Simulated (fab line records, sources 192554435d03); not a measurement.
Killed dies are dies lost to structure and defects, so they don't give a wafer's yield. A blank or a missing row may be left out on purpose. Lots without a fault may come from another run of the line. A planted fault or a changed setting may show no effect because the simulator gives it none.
Chamber matching | flow n5_finfet | N5_MIM_TOP_LITHO_DESCUM_10 on rie_diel-01: 4 sister chambers
The step chemistry O2, time 7.9 s. 20 wafers are shown with their chamber, then 10 later ones without.

WAFERS WITH THEIR CHAMBER
wafer  | chamber | throttle_valve_pct (%) | showerhead_plenum_p_Torr (Torr) | oes_product_au (a.u.)
L074.1 | 2       | 19.97                  | 2.08                            | 0.78
L074.2 | 1       | 20.69                  | 2.21                            | 0.83
L074.3 | 3       | 20.79                  | 2.10                            | 0.75
L078.2 | 0       | 20.13                  | 2.20                            | 0.93
L078.4 | 2       | 19.98                  | 2.08                            | 0.78
L078.5 | 3       | 20.81                  | 2.09                            | 0.73
L083.1 | 2       | 20.00                  | 2.08                            | 0.77
L083.3 | 0       | 20.14                  | 2.20                            | 0.93
L083.4 | 1       | 20.70                  | 2.21                            | 0.82
L082.1 | 0       | 20.15                  | 2.20                            | 0.91
L082.4 | 2       | 19.99                  | 2.07                            | 0.75
L082.6 | 0       | 20.14                  | 2.20                            | 0.91
L085.1 | 2       | 20.01                  | 2.07                            | 0.76
L085.2 | 3       | 20.82                  | 2.09                            | 0.72
L085.3 | 1       | 20.72                  | 2.20                            | 0.80
L089.2 | 3       | 20.84                  | 2.09                            | 0.71
L089.4 | 2       | 20.01                  | 2.07                            | 0.75
L089.5 | 1       | 20.71                  | 2.20                            | 0.80
L088.3 | 0       | 20.17                  | 2.20                            | 0.90
L088.4 | 3       | 20.84                  | 2.08                            | 0.71

SIGNATURES (means of the wafers above)
reading                  | chamber 0 | chamber 1 | chamber 2 | chamber 3 | scatter within a chamber
throttle_valve_pct       | 20.1460   | 20.7050   | 19.9933   | 20.8200   | 0.0169
showerhead_plenum_p_Torr | 2.2000    | 2.2050    | 2.0750    | 2.0900    | 0.0053
oes_product_au           | 0.9160    | 0.8125    | 0.7650    | 0.7240    | 0.0147
Rule: a wafer's distance from a chamber is the root of the sum, over the readings, of the square of ((its reading less the chamber's mean) divided by the reading's scatter). The wafer belongs to the nearest chamber; if the next one is less than 2 further off, it can't be placed. The scatter: the root of (the sum of the squares of (reading less its chamber's mean) over the shown wafers, divided by (wafers less chambers)).

WAFERS WITHOUT THEIR CHAMBER
wafer  | throttle_valve_pct (%) | showerhead_plenum_p_Torr (Torr) | oes_product_au (a.u.)
L088.5 | 20.86                  | 2.08                            | 0.72
L090.1 | 20.73                  | 2.20                            | 0.79
L090.2 | 20.85                  | 2.08                            | 0.71
L090.3 | 20.17                  | 2.19                            | 0.88
L091.1 | 20.18                  | 2.19                            | 0.87
L091.5 | 20.16                  | 2.19                            | 0.87
L091.6 | 20.72                  | 2.20                            | 0.78
L092.1 | 20.73                  | 2.19                            | 0.77
L092.3 | 20.85                  | 2.08                            | 0.70
L092.4 | 20.06                  | 2.06                            | 0.73

WHICH CHAMBER EACH WENT THROUGH
wafer  | from the rows above | in truth
L088.5 | 3                   | 3
L090.1 | 1                   | 1
L090.2 | 3                   | 3
L090.3 | 0                   | 0
L091.1 | 0                   | 0
L091.5 | 0                   | 0
L091.6 | 1                   | 1
L092.1 | 1                   | 1
L092.3 | 3                   | 3
L092.4 | 2                   | 2
Placed correctly: 10 of 10. Can't be placed from these rows: 0. Placed wrongly: 0.
